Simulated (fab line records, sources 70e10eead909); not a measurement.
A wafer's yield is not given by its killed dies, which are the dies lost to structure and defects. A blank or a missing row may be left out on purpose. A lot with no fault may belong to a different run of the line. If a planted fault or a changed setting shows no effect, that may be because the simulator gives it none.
fab line records | flow nandHarc
[record] lots = 24 wafers = 72 lastDay = 25
route steps=1159 shown A_BLC@987 A_M0@1025 A_M1@1042
lots with no fault: from the same line, run without faults
startH: the number of hours between the record's first day and the start of the first shown wafer of the lot | waitH: hours from the lot's prior step to this one | " repeats the value in the row above | L1.1+2: a single row standing in for several wafers | - value missing, or start not given | * or withheld: withheld | < > ~ a bound
route shown NAME@n: NAME is a module with steps in the file, n the number in the route of the first one | usual: mean/standard deviation taken from wafers without a fault | same: alike in all rows | chamber/n: place in a boat | sites: per-site readings | _std_site: standard deviation of those values | _edge_site: outer sites' mean less inner sites' | radiusMm: how far each site lies from the wafer's centre | mask NAME#n: copy n | behind: the tool/chamber that last shaped the wafer | hold: reason for holding the lot/hours on hold/outcome of the hold | device: which transistor (n, p or np) failed to switch | end of line: the route-end tests of the same wafers | where a step has no rows: the recipe by itself | killed: at the first sort, the dies lost to defects and structure; wafer yield is something else | map: per-die view of a wafer (x killed, . not killed, _ where there is no die)
set.NAME: the setting the step ran with; set.NAME@STEP: the setting that earlier step ran with | model.NAME: the simulator's own value behind a step, which no gauge read
the route's steps for a sample of lots (tables are steps, rows are wafers)
services: from which hour (startH, from the record's first day; less than 0 if before it) a tool's chamber was out of use, for how many hours, and why
[[steps]]
[step NHARC_A_BLC_PVD_32]
[recipe] targetThkA = 50 chamberPressurePa = 5 powerW = 5000 substrateTempC = 200 timeS = 17.7 material = Ti
[usual] throttleValvePct = 30.0/0.77
// columns lot.wafer tool chamber startH waitH throttleValvePct
L074.4 pvdSputter-03 - - - 28.7
L074.3 " - " " 30.0
L074.5 " - " " 30.4
L076.3 pvdSputter-01 - - - 29.0
L076.2 " - " " 29.2
L076.6 " - " " 29.0
L075.2 pvdSputter-03 - - - 29.1
L075.4 " - " " 30.4
L075.5 " - " " 30.0
L077.1 pvdSputter-01 - - - 29.3
L077.4 " - " " 29.4
L077.5 " - " " 29.3
L079.4 pvdSputter-02 - - - 29.2
L079.1 " - " " 30.4
L079.5 " - " " 28.9
L078.3 pvdSputter-01 - - - 29.5
L078.4 " - " " 30.5
L078.1 " - " " 31.9
L080.2 pvdSputter-02 - - - 29.0
L080.5 " - " " 30.7
L080.6 " - " " 29.1
L081.2 pvdSputter-02 - - - 30.2
L081.4 " - " " 29.7
L081.6 " - " " 29.1
L082.1 pvdSputter-01 - - - 31.9
L082.2 " - " " 30.7
L082.6 " - " " 29.3
L084.3 pvdSputter-03 - - - 28.8
L084.1 " - " " 30.5
L084.4 " - " " 29.9
L083.4 pvdSputter-01 - - - 29.2
L083.3 " - " " 30.7
L083.5 " - " " 30.6
L088.3 pvdSputter-02 - - - 29.3
L088.1 " - " " 30.3
L088.6 " - " " 29.3
L087.2 pvdSputter-01 - - - 29.5
L087.4 " - " " 31.8
L087.5 " - " " 31.6
L086.2 pvdSputter-02 - - - 30.9
L086.3 " - " " 28.9
L086.5 " - " " 29.8
L089.3 pvdSputter-03 - - - 29.9
L089.6 " - " " 29.9
L089.5 " - " " 30.2
L085.2 pvdSputter-01 - - - 30.4
L085.3 " - " " 31.6
L085.1 " - " " 29.4
L091.4 pvdSputter-03 - - - 30.0
L091.3 " - " " 29.4
L091.5 " - " " 30.2
L090.1 pvdSputter-03 - - - 30.5
L090.4 " - " " 29.9
L090.5 " - " " 30.2
L093.1 pvdSputter-03 - - - 29.8
L093.3 " - " " 30.0
L093.5 " - " " 30.6
L092.3 pvdSputter-02 - - - 30.3
L092.5 " - " " 30.8
L092.6 " - " " 29.1
L094.3 pvdSputter-02 - - - 29.6
L094.1 " - " " 30.6
L094.6 " - " " 30.6
L097.2 pvdSputter-01 - - - 31.3
L097.1 " - " " 30.4
L097.6 " - " " 31.6
L095.1 pvdSputter-01 - - - 30.4
L095.3 " - " " 29.3
L095.5 " - " " 29.5
L096.2 pvdSputter-02 - - - 29.5
L096.4 " - " " 29.2
L096.5 " - " " 30.8
[step NHARC_A_M0_DEP_32]
[recipe] targetThkA = 300 tempC = 370 targetThkNm = 30 pressureTorr = 3 flowSccm = 200 rfW = 450 material = SiCN
[usual] heaterPowerW = 582/86
// columns lot.wafer tool chamber startH waitH heaterPowerW
L074.3 pecvd-04 0 400.79 0.1 626
L074.5 " 0 " " 636
L074.4 " 1 " " 434
L076.3 pecvd-02 1 403.17 0.1 531
L076.2 " 2 " " 729
L076.6 " 2 " " 713
L075.2 pecvd-03 2 403.76 0.1 582
L075.4 " 1 " " 588
L075.5 " 2 " " 592
L077.1 pecvd-02 2 406.33 0.1 678
L077.4 " 2 " " 684
L077.5 " 0 " " 731
L079.1 pecvd-04 1 412.30 0.1 510
L079.4 " 1 " " 501
L079.5 " 2 " " 582
L078.1 pecvd-04 1 423.80 0.1 522
L078.3 " 2 " " 545
L078.4 " 1 " " 515
L080.2 pecvd-04 2 428.70 0.1 562
L080.6 " 1 " " 504
L080.5 " 2 " " 581
L081.2 pecvd-04 0 439.37 0.1 640
L081.6 " 2 " " 494
L081.4 " 1 " " 498
L082.2 pecvd-02 0 452.02 0.1 751
L082.1 " 1 " " 430
L082.6 " 2 " " 714
L084.1 pecvd-03 1 458.51 0.1 553
L084.3 " 0 " " 520
L084.4 " 0 " " 512
L083.3 pecvd-02 2 458.78 0.1 703
L083.4 " 0 " " 738
L083.5 " 1 " " 484
L088.1 pecvd-03 1 463.15 0.1 616
L088.3 " 2 " " 596
L088.6 " 2 " " 602
L087.2 pecvd-04 0 463.90 0.1 538
L087.4 " 0 " " 547
L087.5 " 1 " " 525
L086.3 pecvd-04 2 466.28 0.1 479
L086.2 " 0 " " 548
L086.5 " 2 " " 489
L089.3 pecvd-04 2 476.79 0.1 556
L089.5 " 2 " " 595
L089.6 " 1 " " 513
L085.3 pecvd-04 1 477.17 0.1 522
L085.1 " 2 " " 542
L085.2 " 0 " " 644
L091.3 pecvd-03 1 495.39 0.1 666
L091.5 " 0 " " 531
L091.4 " 1 " " 647
L090.1 pecvd-04 2 499.76 0.1 507
L090.5 " 0 " " 654
L090.4 " 2 " " 504
L093.1 pecvd-03 2 510.21 0.1 648
L093.3 " 0 " " 505
L093.5 " 1 " " 666
L092.3 pecvd-04 0 510.83 0.1 598
L092.5 " 0 " " 594
L092.6 " 1 " " 514
L094.3 pecvd-04 2 516.98 0.1 474
L094.1 " 1 " " 514
L094.6 " 0 " " 569
L097.2 pecvd-02 2 533.41 0.1 693
L097.1 " 0 " " 816
L097.6 " 1 " " 435
L095.1 pecvd-03 1 550.84 0.1 626
L095.3 " 0 " " 551
L095.5 " 1 " " 624
L096.2 pecvd-02 2 558.38 0.1 631
L096.4 " 2 " " 618
L096.5 " 1 " " 539
[step NHARC_A_M1_CD_MEAS_16]
[usual] cdNm = 120.1/0.93
// columns lot.wafer tool chamber startH waitH cdNm
L074.3 cdSem-02 - 402.46 - 120.5
L074.4 " - " " 120.7
L074.5 " - " " 120.6
L076.2 cdSem-03 - 404.86 - 120.2
L076.3 " - " " 121.9
L076.6 " - " " 120.7
L075.2 cdSem-03 - 405.29 - 121.3
L075.4 " - " " 120.4
L075.5 " - " " 119.8
L077.1 cdSem-03 - 408.09 - 119.7
L077.4 " - " " 119.2
L077.5 " - " " 119.7
L079.1 cdSem-02 - 413.91 - 120.6
L079.4 " - " " 119.3
L079.5 " - " " 118.4
L078.1 cdSem-03 - 425.51 - 121.6
L078.3 " - " " 120.4
L078.4 " - " " 121.7
L080.2 cdSem-01 - 430.42 - 119.7
L080.5 " - " " 119.5
L080.6 " - " " 120.4
L081.2 cdSem-03 - 441.06 - 118.6
L081.4 " - " " 118.0
L081.6 " - " " 118.7
L082.1 cdSem-02 - 453.71 - 119.9
L082.2 " - " " 118.9
L082.6 " - " " 118.3
L084.1 cdSem-02 - 460.25 - 120.8
L084.3 " - " " 121.1
L084.4 " - " " 120.6
L083.3 cdSem-01 - 460.63 - 120.2
L083.4 " - " " 120.1
L083.5 " - " " 120.8
L088.1 cdSem-01 - 464.86 - 119.8
L088.3 " - " " 120.4
L088.6 " - " " 119.2
L087.2 cdSem-02 - 465.59 - 119.2
L087.4 " - " " 120.1
L087.5 " - " " 118.9
L086.2 cdSem-01 - 468.06 - 119.4
L086.3 " - " " 118.8
L086.5 " - " " 117.9
L089.3 cdSem-02 - 478.81 - 119.6
L089.5 " - " " 119.9
L089.6 " - " " 119.2
L085.1 cdSem-03 - 478.93 - 121.0
L085.2 " - " " 120.8
L085.3 " - " " 120.9
L091.3 cdSem-03 - 497.02 - 119.4
L091.4 " - " " 120.6
L091.5 " - " " 119.3
L090.1 cdSem-02 - 501.42 - 120.1
L090.4 " - " " 119.2
L090.5 " - " " 119.4
L093.1 cdSem-03 - 511.99 - 120.9
L093.3 " - " " 119.9
L093.5 " - " " 119.8
L092.3 cdSem-01 - 512.56 - 118.7
L092.5 " - " " 119.2
L092.6 " - " " 118.9
L094.1 cdSem-01 - 518.59 - 121.2
L094.3 " - " " 121.1
L094.6 " - " " 121.2
L097.1 cdSem-03 - 535.08 - 120.9
L097.2 " - " " 120.2
L097.6 " - " " 120.3
L095.1 cdSem-03 - 552.58 - 120.9
L095.3 " - " " 122.2
L095.5 " - " " 121.5
L096.2 cdSem-02 - 560.10 - 120.5
L096.4 " - " " 120.4
L096.5 " - " " 120.7
[step NHARC_A_M1_STRIP_18]
[recipe] powerW = 1000 n2FlowSccm = 150 h2FlowSccm = 150 arFlowSccm = 0 biasW = 0 chemistry = N2/H2
[usual] drypumpMotorCurrentA = 5.8/0.33 oesProductAu = 1.002/0.01 rfVppV = 90.7/0.94 showerheadPlenumPTorr = 2.06/0.1 throttleValvePct = 14.171/0.0097
// columns lot.wafer tool chamber startH waitH drypumpMotorCurrentA oesProductAu rfHoursCounterH rfVppV showerheadPlenumPTorr throttleValvePct
L074.3 rieDiel-02 0 402.53 0.1 5.7 1.008 5 91.7 2.08 14.163
L074.4 " 2 " " 5.5 0.997 6 89.8 2.17 14.171
L074.5 " 0 " " 5.7 1.000 - 91.8 2.08 14.160
L076.3 rieDiel-10 3 404.96 0.1 6.2 0.997 1 90.9 2.04 14.190
L076.2 " 1 " " 5.7 0.978 1 91.3 2.21 14.180
L076.6 " 3 " " 6.2 1.000 - 88.4 2.04 14.182
L075.4 rieDiel-13 1 405.39 0.1 5.9 1.006 9 89.9 2.05 14.165
L075.2 " 2 " " 5.2 1.001 9 88.8 1.93 14.161
L075.5 " 1 " " 5.9 1.012 - 89.5 2.05 14.185
L077.1 rieDiel-10 1 408.19 0.1 5.7 0.994 1 91.0 2.21 14.176
L077.4 " 2 " " 6.0 0.994 1 89.2 1.93 14.155
L077.5 " 0 " " 6.1 1.006 - 89.5 2.05 14.160
L079.1 rieDiel-02 0 414.01 0.1 5.7 1.005 7 91.6 2.08 14.173
L079.4 " 2 " " 5.5 1.000 7 92.0 2.17 14.158
L079.5 " 0 " " 5.7 1.004 - 90.9 2.08 14.186
L078.1 rieDiel-13 0 425.59 0.1 5.3 0.995 9 90.9 2.19 14.172
L078.4 " 2 " " 5.2 0.993 10 90.1 1.93 14.163
L078.3 " 3 " " 5.6 1.004 9 90.7 2.04 14.185
L080.2 rieDiel-13 0 430.49 0.1 5.3 0.997 9 90.8 2.19 14.171
L080.5 " 0 " " 5.3 0.998 - 91.7 2.19 14.175
L080.6 " 1 " " 5.9 1.001 - 89.9 2.05 14.178
L081.4 rieDiel-13 2 441.16 0.1 5.2 0.994 11 89.2 1.93 14.181
L081.2 " 3 " " 5.6 1.011 10 92.1 2.04 14.175
L081.6 " 2 " " 5.2 0.998 - 91.2 1.93 14.176
L082.2 rieDiel-02 1 453.79 0.1 6.2 0.985 10 89.5 1.89 14.165
L082.1 " 2 " " 5.5 1.011 10 90.0 2.17 14.169
L082.6 " 2 " " 5.5 1.011 - 92.5 2.17 14.175
L084.3 rieDiel-02 3 460.32 0.1 5.8 1.002 10 90.0 2.15 14.154
L084.1 " 0 " " 5.7 1.021 10 91.8 2.08 14.175
L084.4 " 1 " " 6.2 0.999 11 90.5 1.89 14.173
L083.3 rieDiel-10 2 460.70 0.1 6.0 0.987 2 89.4 1.93 14.176
L083.5 " 3 " " 6.1 1.012 - 90.6 2.04 14.166
L083.4 " 0 " " 6.1 1.002 - 90.1 2.05 14.164
L088.3 rieDiel-02 0 464.94 0.1 5.7 1.001 11 89.5 2.08 14.183
L088.1 " 2 " " 5.5 1.002 11 90.8 2.17 14.173
L088.6 " 0 " " 5.7 1.003 - 90.4 2.08 14.175
L087.4 rieDiel-13 1 465.69 0.1 5.9 0.996 0 90.2 2.05 14.182
L087.2 " 2 " " 5.2 0.993 0 89.1 1.93 14.151
L087.5 " 1 " " 5.9 1.008 - 89.5 2.05 14.173
L086.2 rieDiel-02 3 468.15 0.1 5.8 1.004 11 91.1 2.15 14.168
L086.3 " 0 " " 5.7 1.002 11 90.9 2.08 14.169
L086.5 " 3 " " 5.8 1.014 - 89.9 2.15 14.174
L089.3 rieDiel-10 1 478.90 0.1 5.7 0.995 2 92.1 2.21 14.167
L089.5 " 0 " " 6.1 0.998 - 90.2 2.05 14.148
L089.6 " 1 " " 5.8 0.993 - 91.9 2.21 14.170
L085.3 rieDiel-10 1 479.03 0.1 5.7 0.988 2 91.8 2.21 14.181
L085.2 " 2 " " 6.0 0.979 3 89.4 1.93 14.169
L085.1 " 3 " " 6.2 1.010 3 91.3 2.04 14.185
L091.3 rieDiel-13 2 497.09 0.1 5.2 1.000 4 88.6 1.93 14.165
L091.4 " 3 " " 5.5 1.019 4 88.6 2.04 14.144
L091.5 " 2 " " 5.2 0.991 - 90.9 1.93 14.186
L090.4 rieDiel-13 3 501.52 0.1 5.6 1.014 4 90.6 2.04 14.180
L090.1 " 0 " " 5.3 0.994 1 90.7 2.19 14.170
L090.5 " 2 " " 5.2 0.987 - 90.8 1.93 14.174
L093.1 rieDiel-13 3 512.07 0.1 5.6 1.007 5 91.1 2.04 14.162
L093.3 " 1 " " 6.0 1.006 5 89.3 2.05 14.165
L093.5 " 0 " " 5.2 1.011 - 92.0 2.19 14.175
L092.3 rieDiel-13 2 512.71 0.1 5.3 0.995 5 90.2 1.93 14.189
L092.6 " 3 " " 5.6 1.021 - 91.5 2.04 14.172
L092.5 " 0 " " 5.3 1.009 - 90.7 2.19 14.175
L094.1 rieDiel-10 1 518.67 0.1 5.7 0.998 3 89.9 2.21 14.160
L094.3 " 3 " " 6.2 1.010 4 90.8 2.04 14.150
L094.6 " 1 " " 5.7 0.995 - 91.1 2.21 14.171
L097.1 rieDiel-02 1 535.18 0.1 6.3 1.003 1 89.9 1.89 14.163
L097.2 " 2 " " 5.5 0.987 1 91.8 2.17 14.164
L097.6 " 1 " " 6.2 1.014 - 89.4 1.89 14.169
L095.3 rieDiel-10 0 552.66 0.1 6.1 1.011 0 90.9 2.05 14.149
L095.1 " 1 " " 5.7 0.999 0 92.3 2.21 14.162
L095.5 " 0 " " 6.1 1.005 - 90.2 2.05 14.171
L096.2 rieDiel-10 0 560.18 0.1 6.1 1.011 0 90.0 2.05 14.164
L096.4 " 1 " " 5.8 0.997 1 90.7 2.21 14.172
L096.5 " 0 " " 6.1 1.014 - 90.3 2.05 14.180
[step NHARC_A_M1_PVD_21]
[recipe] targetThkA = 300 chamberPressurePa = 5 powerW = 5000 substrateTempC = 30 timeS = 20.49 material = Cu
[usual] throttleValvePct = 30.0/0.83
// columns lot.wafer tool chamber startH waitH throttleValvePct
L074.3 pvdSputter-03 - - - 28.8
L074.4 " - " " 29.9
L074.5 " - " " 28.7
L076.2 pvdSputter-03 - - - 30.8
L076.3 " - " " 29.0
L076.6 " - " " 29.9
L075.4 pvdSputter-02 - - - 30.4
L075.2 " - " " 30.5
L075.5 " - " " 30.3
L077.4 pvdSputter-03 - - - 30.6
L077.1 " - " " 28.8
L077.5 " - " " 30.6
L079.4 pvdSputter-01 - - - 29.2
L079.1 " - " " 29.4
L079.5 " - " " 29.3
L078.4 pvdSputter-01 - - - 31.5
L078.3 " - " " 29.4
L078.1 " - " " 29.2
L080.2 pvdSputter-01 - - - 29.3
L080.5 " - " " 30.5
L080.6 " - " " 29.1
L081.4 pvdSputter-01 - - - 29.3
L081.2 " - " " 31.7
L081.6 " - " " 30.4
L082.1 pvdSputter-03 - - - 29.9
L082.2 " - " " 30.0
L082.6 " - " " 30.8
L084.1 pvdSputter-01 - - - 29.1
L084.4 " - " " 31.7
L084.3 " - " " 30.5
L083.4 pvdSputter-01 - - - 30.6
L083.3 " - " " 29.2
L083.5 " - " " 31.8
L088.3 pvdSputter-02 - - - 30.2
L088.1 " - " " 30.6
L088.6 " - " " 29.5
L087.2 pvdSputter-02 - - - 29.1
L087.4 " - " " 29.6
L087.5 " - " " 29.2
L086.2 pvdSputter-03 - - - 30.4
L086.3 " - " " 29.7
L086.5 " - " " 29.5
L089.3 pvdSputter-02 - - - 29.2
L089.5 " - " " 29.1
L089.6 " - " " 30.2
L085.3 pvdSputter-01 - - - 29.5
L085.2 " - " " 29.3
L085.1 " - " " 31.5
L091.3 pvdSputter-01 - - - 31.7
L091.4 " - " " 29.2
L091.5 " - " " 31.7
L090.1 pvdSputter-02 - - - 29.4
L090.4 " - " " 30.3
L090.5 " - " " 29.4
L093.3 pvdSputter-02 - - - 29.0
L093.1 " - " " 30.3
L093.5 " - " " 30.4
L092.3 pvdSputter-01 - - - 31.6
L092.6 " - " " 31.7
L092.5 " - " " 29.4
L094.3 pvdSputter-03 - - - 29.9
L094.1 " - " " 29.7
L094.6 " - " " 30.5
L097.1 pvdSputter-03 - - - 30.4
L097.2 " - " " 29.7
L097.6 " - " " 29.8
L095.1 pvdSputter-02 - - - 30.2
L095.3 " - " " 30.7
L095.5 " - " " 30.4
L096.4 pvdSputter-01 - - - 29.4
L096.2 " - " " 30.5
L096.5 " - " " 29.4
[step NHARC_A_M1_DEP_33]
[recipe] targetThkA = 300 tempC = 370 targetThkNm = 30 pressureTorr = 3 flowSccm = 200 rfW = 450 material = SiCN
[usual] heaterPowerW = 587/99
// columns lot.wafer tool chamber startH waitH heaterPowerW
L074.3 pecvd-02 2 405.44 0.1 730
L074.4 " 0 " " 817
L074.5 " 2 " " 725
L076.2 pecvd-02 2 407.34 0.1 653
L076.3 " 0 " " 677
L076.6 " 1 " " 451
L075.2 pecvd-04 2 407.73 0.1 535
L075.5 " 1 " " 489
L075.4 " 2 " " 557
L077.1 pecvd-03 0 410.57 0.1 576
L077.5 " 1 " " 590
L077.4 " 2 " " 588
L079.1 pecvd-04 0 416.37 0.1 547
L079.5 " 0 " " 546
L079.4 " 2 " " 514
L078.1 pecvd-04 1 428.10 0.1 499
L078.3 " 2 " " 483
L078.4 " 2 " " 493
L080.2 pecvd-03 2 432.96 0.1 569
L080.5 " 0 " " 615
L080.6 " 1 " " 566
L081.2 pecvd-04 2 443.57 0.1 593
L081.6 " 0 " " 641
L081.4 " 2 " " 576
L082.1 pecvd-02 0 457.46 0.1 817
L082.2 " 2 " " 640
L082.6 " 2 " " 635
L084.1 pecvd-03 0 462.68 0.1 586
L084.3 " 1 " " 643
L084.4 " 2 " " 630
L083.3 pecvd-02 1 463.14 0.1 533
L083.5 " 1 " " 531
L083.4 " 2 " " 636
L088.1 pecvd-04 1 467.45 0.1 481
L088.3 " 0 " " 624
L088.6 " 1 " " 500
L087.2 pecvd-02 2 468.20 0.1 723
L087.5 " 0 " " 733
L087.4 " 1 " " 532
L086.3 pecvd-04 0 470.54 0.1 559
L086.2 " 2 " " 597
L086.5 " 1 " " 447
L089.3 pecvd-04 2 481.54 0.1 553
L089.6 " 1 " " 485
L089.5 " 2 " " 557
L085.1 pecvd-04 1 481.83 0.1 537
L085.3 " 2 " " 514
L085.2 " 0 " " 601
L091.3 pecvd-02 2 499.49 0.1 594
L091.5 " 1 " " 479
L091.4 " 0 " " 812
L090.1 pecvd-02 1 503.94 0.1 460
L090.4 " 2 " " 733
L090.5 " 1 " " 451
L093.3 pecvd-04 0 514.51 0.1 634
L093.1 " 2 " " 495
L093.5 " 1 " " 455
L092.3 pecvd-04 0 515.68 0.1 609
L092.6 " 0 " " 615
L092.5 " 2 " " 510
L094.1 pecvd-03 0 521.01 0.1 550
L094.3 " 1 " " 632
L094.6 " 2 " " 544
L097.2 pecvd-02 0 538.05 0.1 699
L097.1 " 1 " " 445
L097.6 " 1 " " 451
L095.3 pecvd-02 2 555.03 0.1 607
L095.1 " 0 " " 720
L095.5 " 1 " " 435
L096.2 pecvd-02 1 562.71 0.1 512
L096.5 " 2 " " 696
L096.4 " 0 " " 763
[[services]]
// columns tool chamber startH hours kind
rieDiel-10 0 372.66 6.3 repair
pvdSputter-03 - 373.09 3.2 repair
pecvd-04 - 376.32 13.0 pm
pvdSputter-02 - 385.61 10.0 repair
rieDiel-02 - 392.10 1.8 repair
rieDiel-10 - 392.80 0.1 repair
pvdSputter-03 - 418.19 5.3 repair
pvdSputter-03 - 431.64 1.4 repair
rieDiel-13 - 453.23 9.0 pm
rieDiel-10 - 457.48 0.5 repair
pvdSputter-03 - 458.00 10.0 pm
rieDiel-13 0 468.60 24.4 repair
pecvd-03 - 473.31 13.0 pm
pecvd-02 1 481.86 5.7 repair
rieDiel-02 - 504.70 9.0 pm
rieDiel-10 2 504.86 2.8 repair
pvdSputter-01 - 514.05 10.0 pm
pecvd-02 - 515.00 13.0 pm
rieDiel-13 - 517.33 0.3 repair
rieDiel-10 - 530.50 9.0 pm
rieDiel-13 - 538.43 0.5 repair
pecvd-02 2 546.55 1.9 repair
pvdSputter-03 - 547.26 8.7 repair
pecvd-04 - 557.32 13.0 pm
[[key]]
fault none
